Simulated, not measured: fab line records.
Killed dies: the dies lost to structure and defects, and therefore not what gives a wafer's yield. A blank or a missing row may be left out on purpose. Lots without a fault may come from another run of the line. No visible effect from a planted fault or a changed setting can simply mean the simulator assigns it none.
fab line records	flow n5-finfet
record: lots: 4	wafers: 12	last-day: 14
route steps=1938 shown GATE_CUT@479 MOL_CONTACT_COAG@517 PASSIVATION@1936
lots that met no fault: taken from a fault-free run of the same line
start-h: hours from the record's opening day to when the first of the lot's shown wafers began	wait-h: hours since the lot's step before	" same as the row above	L1.1+2: a single row standing in for several wafers	- value missing, or start not given	* or withheld: withheld	< > ~ a bound
route shown NAME@n: NAME is a module with steps in the file, n the number in the route of the first one	usual: average and standard deviation across the fault-free wafers	same: alike in all rows	chamber/n: place in a boat	sites: each site's reading	_std_site: their standard deviation	_edge_site: inner sites' mean taken away from outer sites' mean	radius-mm: how far each site lies from the wafer's centre	mask NAME#n: copy n	behind: tool/chamber where the wafer was last shaped	hold: why the lot went on hold/how many hours it stayed there/how the hold came to an end	device: names the non-switching transistor (n, p or np)	end of line: the same wafers' tests at the end of the route	where a step has no rows: the recipe by itself	killed: at the first sort, the dies lost to defects and structure; wafer yield is something else	map: shows each die of a wafer: x if killed, . if not, _ if none is there
set.NAME: the setting that was run; set.NAME@STEP: the one run at that earlier step	model.NAME: the simulator's own value behind a step, which no gauge read
lots at some steps of the route; a table a step, a row a wafer
services: the hour from which a tool's chamber was out of use, counted from the record's first day as start-h (under 0 if before that day), plus the number of hours and why
== steps ==
step: N5_GATE_CUT_COAT_35
recipe: resist: SiARC	temp-c: 220	time-s: 60	spin-rpm: 1500	resist-thk-nm: 10
step: N5_GATE_CUT_COAT_27
recipe: resist: underlayer	temp-c: 205	time-s: 60	spin-rpm: 1500	resist-thk-nm: 10
step: N5_GATE_CUT_COAT_07
recipe: resist: CAR-EUV	spin-rpm: 1500	resist-thk-nm: 30
step: N5_GATE_CUT_EBR_09
recipe: solvent: PGMEA	ebr-width-mm: 1.5
step: N5_GATE_CUT_SOFTBAKE_08
recipe: temp-c: 110	time-s: 60	resist: CAR-EUV
step: N5_GATE_CUT_EXPOSE_10
recipe: mask-id: GATE_CUT	na: 0.33	source-shape: annular	sigma-inner: 0.35	sigma-outer: 0.8	polarization: unpolarized	target-cd-nm: 20	dose-mj: 43.25
step: N5_GATE_CUT_PEB_11
recipe: peb-temp-c: 100	peb-time-s: 60	resist: CAR-EUV
step: N5_GATE_CUT_DEVELOP_12
recipe: develop-time-s: 30	developer: TMAH	resist: CAR-EUV	rinse-liquid: surfactant-rinse	dry: air-spin	dev-temp-c: 23
step: N5_GATE_CUT_DESCUM_18
recipe: chemistry: O2	time-s: 7	source-power-w: 50	bias-power-w: 20	pressure-mtorr: 20	rf-frequency-hz: 2.712e+07	temp-c: 40	resist: CAR-EUV	o2-flow-sccm: 225
step: N5_GATE_CUT_ETCH_28
recipe: chemistry: N2/H2	target: underlayer	target-depth-a: 130	mask-material: CAR-EUV	time-s: 10.4	ion-energy-ev: 200	pressure-mtorr: 30	source-w: 840	bias-w: 150	n2-flow-sccm: 200	h2-flow-sccm: 200	ends: cleared
usual: drypump-motor-current-A: 5.6/0.33	etch-rf-on-time-s: 10.42/0.2	h2-flow-sccm: 200.1/0.63	oes-product-au: 0.66/0.073	rf-vpp-V: 524.3/2.6	showerhead-plenum-p-Torr: 2.56/0.091	throttle-valve-pct: 17.83/0.26
lot.wafer	tool	chamber	start-h	wait-h	drypump-motor-current-A	etch-rf-on-time-s	h2-flow-sccm	oes-product-au	rf-hours-counter-h	rf-vpp-V	showerhead-plenum-p-Torr	throttle-valve-pct
L238.3	rie-diel-02	0	93.67	0.0	5.8	10.66	200.3	0.62	186	526.1	2.63	17.98
L238.4	"	3	"	"	5.9	10.91	200.0	0.61	185	526.1	2.63	17.92
L238.6	"	1	"	"	5.7	10.72	200.7	0.58	-	519.4	2.39	17.88
L239.1	rie-diel-01	3	95.63	0.0	5.3	10.62	199.7	0.59	218	524.2	2.51	17.85
L239.5	"	3	"	"	5.3	10.63	200.6	0.58	-	523.8	2.51	17.86
L239.6	"	0	"	"	5.9	10.36	199.8	0.73	-	524.6	2.59	17.36
L245.2	rie-diel-01	0	139.76	0.0	5.8	10.43	199.6	0.72	53	526.2	2.58	17.42
L245.4	"	3	"	"	5.3	10.66	200.4	0.58	234	523.9	2.50	17.90
L245.6	"	1	"	"	5.7	10.51	200.3	0.62	-	524.2	2.52	18.30
L246.2	rie-diel-01	3	141.29	0.0	5.3	10.62	200.7	0.58	235	523.2	2.50	17.89
L246.5	"	1	"	"	5.7	10.38	200.2	0.62	-	522.2	2.52	18.30
L246.6	"	2	"	"	5.4	10.14	200.4	0.77	-	523.2	2.49	17.35
step: N5_GATE_CUT_ETCH_36
recipe: chemistry: CF4	target: SiARC	target-depth-a: 130	mask-material: CAR-EUV	time-s: 21.7	ion-energy-ev: 80	pressure-mtorr: 40	source-w: 545	bias-w: 36	Ar_flow_sccm: 100	cf4-flow-sccm: 100	ends: cleared
step: N5_GATE_CUT_ETCH_37
recipe: chemistry: N2/H2	target: SOC	target-depth-a: 600	overetch-a: 120	mask-material: SiARC	temp-c: 40	time-s: 90	ion-energy-ev: 200	pressure-mtorr: 30	source-w: 840	bias-w: 150	n2-flow-sccm: 200	h2-flow-sccm: 200
step: N5_GATE_CUT_STRIP_38
recipe: chemistry: N2/H2	temp-c: 40	n2-flow-sccm: 200	h2-flow-sccm: 200	rf-frequency-hz: 6e+07
step: N5_GATE_CUT_STRIP_39
recipe: chemistry: N2/H2	temp-c: 40	n2-flow-sccm: 200	h2-flow-sccm: 200	rf-frequency-hz: 6e+07
step: N5_GATE_CUT_HM_OPEN_40
recipe: chemistry: C4F6/O2	target: SiO2	mask-material: SiARC	target-depth-a: 1390	time-s: 85.1	ion-energy-ev: 250	pressure-mtorr: 30	source-w: 345	bias-w: 185	Ar_flow_sccm: 300	C4F6_flow_sccm: 10	O2_flow_sccm: 10	ends: cleared
step: N5_GATE_CUT_STRIP_41
recipe: chemistry: CF4	resist: SiARC	power-w: 300	bias-power-w: 75	pressure-mtorr: 50	cf4-flow-sccm: 150	rf-frequency-hz: 6e+07
step: N5_GATE_CUT_STRIP_42
recipe: chemistry: O2	power-w: 400	temp-c: 40	pressure-mtorr: 30	rf-frequency-hz: 6e+07	bias-power-w: 0	overash-fraction: 0.3	o2-flow-sccm: 225
step: N5_GATE_CUT_ETCH_19
recipe: chemistry: CH3F/O2	target: SiNx	mask-material: SiO2	target-depth-a: 537	time-s: 76.7	pressure-mtorr: 30	source-w: 395	bias-w: 73	Ar_flow_sccm: 150	CH3F_flow_sccm: 30	O2_flow_sccm: 20	ion-energy-ev: 120	ends: cleared
step: N5_GATE_CUT_CUT_ETCH_53
recipe: chemistry: SF6/Cl2	target: W	mask-material: SiO2	target-depth-a: 792	pressure-mtorr: 8	icp-w: 900	bias-w: 80	SF6_flow_sccm: 40	Cl2_flow_sccm: 60	ends: cleared
step: N5_GATE_CUT_CUT_ETCH_54
recipe: chemistry: Cl2/BCl3	target: TiN	mask-material: SiO2	target-depth-a: 967	pressure-mtorr: 10	icp-w: 1000	bias-w: 126	Cl2_flow_sccm: 53.25	bcl3-flow-sccm: 21.75	Ar_flow_sccm: 25	ends: cleared
step: N5_GATE_CUT_CUT_ETCH_55
recipe: chemistry: BCl3	target: HfO2	mask-material: SiO2	target-depth-a: 32	ion-energy-ev: 30	pressure-mtorr: 5	icp-w: 450	bias-w: 18	bcl3-flow-sccm: 80
step: N5_GATE_CUT_ETCH_47
recipe: chemistry: Cl2/BCl3	target: SiO2	target-depth-a: 100	pressure-mtorr: 10	icp-w: 1000	bias-w: 126	Cl2_flow_sccm: 53.25	bcl3-flow-sccm: 21.75	Ar_flow_sccm: 25
step: N5_GATE_CUT_VAPOR_ETCH_48
recipe: chemistry: BCl3/Cl2	target: TiN	mode: isotropic
step: N5_GATE_CUT_VAPOR_ETCH_49
recipe: chemistry: BCl3/Cl2	target: TiAlC	mode: isotropic
step: N5_GATE_CUT_VAPOR_ETCH_51
recipe: chemistry: BCl3/Cl2	target: HfO2	mode: isotropic
step: N5_GATE_CUT_STRIP_21
recipe: chemistry: N2/H2	time-s: 30	power-w: 1000	temp-c: 250	pressure-mtorr: withheld	n2-flow-sccm: 1750	h2-flow-sccm: 3250
step: N5_GATE_CUT_STRIP_29
recipe: chemistry: post-etch-residue-remover	time-s: 60	temp-c: 25	remover-ph: withheld	remover-water-wt-pct: withheld	remover-fluoride-wt-pct: withheld
step: N5_GATE_CUT_SRD_52
recipe: dry: ipa-marangoni	time-s: 30	temp-c: 23	rinse-liquid: diw
step: N5_GATE_CUT_ALD_22
recipe: material: SiNx	target-thk-a: 160	temp-c: 400	ald-precursor-family: SiH2I2	ald-co-reactant: N2/H2-plasma	pulse-time-s: 1	ald-cycles: 320	purge-time-s: 2	co-reactant-purge-time-s: 2	pressure-torr: 2
step: N5_GATE_CUT_CMP_23
recipe: stop-on: SiO2	t-overpolish-s: 23.4	post-cmp-clean: alkaline-brush	down-force-psi: 2.5	platen-rpm: 51.8	pad-velocity-m-s: 1.0307	target-thk-nm: 16
step: N5_GATE_CUT_CMP_43
recipe: material: SiO2	post-cmp-clean: rinse-only
step: N5_GATE_CUT_CMP_61
recipe: stop-on: SiNx	t-overpolish-s: 3	post-cmp-clean: alkaline-brush	down-force-psi: 4	platen-rpm: 27.09	pad-velocity-m-s: 0.539
step: N5_MOL_CONTACT_COAG_COAT_103
recipe: resist: SOC	temp-c: 250	time-s: 60	spin-rpm: 1500	resist-thk-nm: 80
step: N5_MOL_CONTACT_COAG_COAT_104
recipe: resist: SiARC	temp-c: 220	time-s: 60	spin-rpm: 1500	resist-thk-nm: 12
step: N5_MOL_CONTACT_COAG_COAT_58
recipe: resist: underlayer	temp-c: 205	time-s: 60	spin-rpm: 1500	resist-thk-nm: 10
step: N5_MOL_CONTACT_COAG_COAT_02
recipe: resist: CAR-EUV	spin-rpm: 1500	resist-thk-nm: 30
step: N5_PASSIVATION_PROBE_49
usual: defect-limited-yield: 91.1/1.5	killed_at_M0_to_M3: 35/9.5	killed_at_M4_up: 13/5.2	killed-at-contacts: 12/6.1	killed-at-front-end: 41/14	killed-at-other: 3.8/2.9	killed-dies: 105/17	killed-open: 70/13	killed-short: 33/8.4	sort_bin_5_function: 5.1/0.97	sort_bin_6_memory: 3.4/0.69	sort-n-pass: 1075/17	sort-yield-pct: 91.1/1.5
same: gross-dies: 1180	killed-at-back-side: 0	sort_bin_4_leakage[%]: 0	sort_bin_8_speed[%]: 0
lot.wafer	tool	chamber	start-h	wait-h	defect-limited-yield[%]	killed_at_M0_to_M3	killed_at_M4_up	killed-at-contacts	killed-at-front-end	killed-at-other	killed-dies	killed-open	killed-short	sort_bin_5_function[%]	sort_bin_6_memory[%]	sort-n-pass	sort-yield-pct[%]
L238.3	prober-01	-	292.86	0.1	92.0	43	13	6	30	2	94	54	39	4.1	3.4	1086	92.0
L238.4	prober-01	-	292.91	0.2	89.7	47	24	11	33	7	122	83	39	6.7	3.6	1058	89.7
L238.6	prober-01	-	293.01	0.3	90.4	49	17	11	35	1	113	76	35	5.7	3.6	1067	90.4
L239.1	prober-02	-	298.20	0.0	91.1	39	13	12	36	5	105	67	38	4.5	4.0	1075	91.1
L239.5	prober-02	-	298.40	0.2	91.4	44	8	16	30	3	101	65	34	5.2	3.2	1079	91.4
L239.6	prober-02	-	298.45	0.3	90.5	44	10	13	43	2	112	77	35	6.0	3.1	1068	90.5
L246.2	prober-01	-	337.10	0.1	82.5	13	4	9	181	0	207	41	17	10.6	3.2	973	82.5
L246.5	prober-01	-	337.25	0.2	83.1	27	7	7	158	0	199	42	15	10.2	3.1	981	83.1
L246.6	prober-01	-	337.30	0.3	89.8	17	8	17	72	6	120	57	20	6.2	2.5	1060	89.8
L245.2	prober-01	-	344.62	0.1	83.8	39	11	12	127	2	191	82	32	9.6	4.2	989	83.8
L245.4	prober-01	-	344.72	0.2	77.5	39	18	24	182	2	265	78	33	13.3	5.6	915	77.5
L245.6	prober-01	-	344.82	0.3	77.7	37	12	14	200	0	263	91	32	14.6	4.7	917	77.7
killed by level:class
L238.3 BEOL_M0_SAQP:geometric-particle:short=11 FIN_SAQP:geometric-particle:short=10 FIN_SAQP:geometric-particle:open=9 BEOL_M4:geometric-particle:open=9 BEOL_M3:geometric-particle:open=8 BEOL_M0_SAQP:geometric-particle:open=7 MOL_CONTACT_COAG:geometric-particle:open=5 BEOL_M2:geometric-particle:short=5
L238.4 BEOL_M4:geometric-particle:open=11 BEOL_M0_SAQP:geometric-particle:open=9 MOL_CONTACT_COAG:geometric-particle:open=8 BEOL_M0_SAQP:geometric-particle:short=8 FIN_SAQP:geometric-particle:open=7 DUMMY_GATE:geometric-particle:open=7 BEOL_M1:geometric-particle:open=7 FIN_SAQP:geometric-particle:short=6
L238.6 FIN_SAQP:geometric-particle:open=11 BEOL_M4:geometric-particle:open=11 MOL_CONTACT_COAG:geometric-particle:open=10 BEOL_M0_SAQP:geometric-particle:open=9 BEOL_M0_SAQP:geometric-particle:short=9 BEOL_M3:geometric-particle:open=8 FIN_SAQP:geometric-particle:short=7 BEOL_M0:geometric-particle:open=7
L239.1 BEOL_M0_SAQP:geometric-particle:open=12 FIN_SAQP:geometric-particle:short=8 STI_FIN_REVEAL:geometric-particle:open=8 MOL_CONTACT_COAG:geometric-particle:open=8 BEOL_M1:geometric-particle:open=7 GATE_CUT:geometric-particle:short=6 BEOL_M0_SAQP:geometric-particle:short=5 DUMMY_GATE:geometric-particle:open=4
L239.5 MOL_CONTACT_COAG:geometric-particle:open=12 BEOL_M0_SAQP:geometric-particle:open=11 BEOL_M0_SAQP:geometric-particle:short=9 FIN_SAQP:geometric-particle:short=9 FIN_SAQP:geometric-particle:open=7 BEOL_M3:geometric-particle:open=7 BEOL_M2:geometric-particle:open=5 DUMMY_GATE:geometric-particle:open=4
L239.6 MOL_CONTACT_COAG:geometric-particle:open=12 FIN_SAQP:geometric-particle:short=11 BEOL_M2:geometric-particle:open=11 STI_FIN_REVEAL:geometric-particle:open=8 FIN_SAQP:geometric-particle:open=7 BEOL_M0_SAQP:geometric-particle:open=7 BEOL_M0:geometric-particle:open=7 BEOL_M0_SAQP:geometric-particle:short=6
L246.2 GATE_CUT:unspecified=149 STI_FIN_REVEAL:geometric-particle:open=8 MOL_CONTACT_COAG:geometric-particle:open=8 BEOL_M0_SAQP:geometric-particle:open=6 BEOL_M4:geometric-particle:open=4 GATE_CUT:geometric-particle:open=3 GATE_CUT:geometric-particle:short=3 STARTING-WAFER:geometric-particle:open=3
L246.5 GATE_CUT:unspecified=140 BEOL_M3:geometric-particle:open=8 BEOL_M2:geometric-particle:open=7 STI_FIN_REVEAL:geometric-particle:open=5 MOL_CONTACT_COAG:geometric-particle:open=4 BEOL_M0_SAQP:geometric-particle:short=4 BEOL_M0_SAQP:geometric-particle:open=4 FIN_SAQP:geometric-particle:open=3
L246.6 GATE_CUT:unspecified=43 MOL_CONTACT_COAG:geometric-particle:open=15 STI_FIN_REVEAL:geometric-particle:open=11 BEOL_M0_SAQP:geometric-particle:short=6 GATE_CUT:geometric-particle:short=5 BEOL_M3:geometric-particle:open=5 BEOL_M0_SAQP:geometric-particle:open=4 FIN_SAQP:geometric-particle:open=3
L245.2 GATE_CUT:unspecified=77 BEOL_M2:geometric-particle:open=14 STI_FIN_REVEAL:geometric-particle:open=11 MOL_CONTACT_COAG:geometric-particle:open=10 GATE_CUT:geometric-particle:short=9 BEOL_M1:geometric-particle:open=9 FIN_SAQP:geometric-particle:open=8 FIN_SAQP:geometric-particle:short=7
L245.4 GATE_CUT:unspecified=154 MOL_CONTACT_COAG:geometric-particle:open=22 BEOL_M1:geometric-particle:open=10 BEOL_M2:geometric-particle:open=9 BEOL_M4:geometric-particle:open=6 BEOL_M3:geometric-particle:open=5 BEOL_M5:geometric-particle:open=5 STI_FIN_REVEAL:geometric-particle:open=4
L245.6 GATE_CUT:unspecified=138 STI_FIN_REVEAL:geometric-particle:open=22 FIN_SAQP:geometric-particle:open=17 MOL_CONTACT_COAG:geometric-particle:open=9 BEOL_M2:geometric-particle:open=9 BEOL_M0_SAQP:geometric-particle:short=7 BEOL_M1:geometric-particle:open=7 FIN_SAQP:geometric-particle:short=6
map L245.4 (x killed, . not)
_________________............________________
______________.x....x......xx..._____________
___________...........x...x.xx....x__________
__________.........................._________
________..............x..x.x.........._______
_______........x............x......x.x.______
______........x....x..x.........xx......_____
_____.........x..........................____
____x.....x...............x..........x....___
___..x....................................x__
___....x.......x....x...x..x............x.x__
__x..x......xx.x.x.............x.........x.._
__...x..x...xxx..xxx................x......._
_x.....xxxxxxxxxxxx.x.....xx.....x...........
_........xxxxxxxxxxx.....x................xx.
_...xx...xxxxxxxxxxxx.x..........x.....x.....
_..x...xxxxxxxxxxxxxxx....x................x.
_....xxxxxxxxxxxxxxxxxx...x..................
_.x...xxxxxxxxxxxxxxxx.....x....x............
_..x...xxxxxxxxxxxxxxxx...............x..x...
_x....x.xxxxxxxxxxxx......x............x.x...
__..x.x..xxxxxxxxxxx...x.......x............_
__.x....x.xxxxxxxx.xxx............x........x_
___.....x..xxxxxxxx......x...x.............__
___........x....x.x.........x..............__
____...x......x........x............x.....___
_____............x...x....x..............____
______.....xx...xx...x......xx.x........_____
_______x...x...........................______
________xx.x...................x......_______
__________.....xx...............x..x_________
___________........................__________
______________..x..x............_____________
_________________...........x________________
map L246.2 (x killed, . not)
_________________......x.....________________
______________.................._____________
___________...x..................x.__________
__________................x........._________
________.............................._______
_______x...............x...............______
______......................x..........._____
_____......x.............x...............____
____....x.x..x..................x.x.......___
___.............x........x.................__
___......x.............x...................__
__.........x.....x............x..x........x._
__x.x..x.xx...xxx..x...................x...._
_........x.xxxxxxxx.x.......x........x.......
_......xxxxxxxxxxxxxx........................
_......xxxxxxxxxxxxx.x........x.....x.....x..
_......xxxxxxxxxxxxxx.............x..........
_.....xxxxxxxxxxxxxxx..................x.....
_.....xxxxxxxxxxxxxxxx.......................
_.....xxxxxxxxxxxxxxx..........xx......x.....
_...xx...xxxxxxxxxxxx........................
__....x.xxxxxxxxxxxx.x..x.................xx_
__.......xxxxxxxxx.....x...................._
___.....xx..xx..xx......................x..__
___.x.........xx.x........x......x.x.......__
____.......xx.........x...x...............___
_____...........................x....x...____
______.................................._____
_______.....................x.x........______
________.............................._______
__________........x................._________
___________...x....................__________
______________.........x........_____________
_________________............________________
== services ==
tool	chamber	start-h	hours	kind
rie-diel-01	1	93.05	9.4	repair
rie-diel-02	-	94.98	2.8	pm
rie-diel-02	3	98.87	7.9	repair
rie-diel-02	1	122.31	-	clean
rie-diel-02	1	122.31	-	consumable-replace:focus-ring
rie-diel-02	1	122.31	-	consumable-replace:showerhead
rie-diel-02	1	122.31	15.9	scheduled-down
rie-diel-02	1	122.31	15.9	vent-cycle
== key ==
first-sign: step: N5_PASSIVATION_PROBE_49	reading: killed-at-front-end	direction: up	sigmas: 8.2	usual: 41	struck: 153
effect: step: N5_PASSIVATION_PROBE_49	reading: defect-limited-yield	direction: down	sigmas: 5.9	usual: 91.1	struck: 82.4
more-kills-born-at: N5_GATE_CUT_ETCH_28@rie-diel-01: 701
met-at N5_GATE_CUT_ETCH_28
struck-wafers L245.2,L245.4,L245.6,L246.2,L246.5,L246.6
onset-between 95.63 139.76
also-fits time
fault: kind: chamber-particle-source	tool: rie-diel-01	chamber: -	onset-h: 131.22	steps: N5_GATE_CUT_ETCH_28	rate-per-visit-cm2: 1.5171	end-h: 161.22
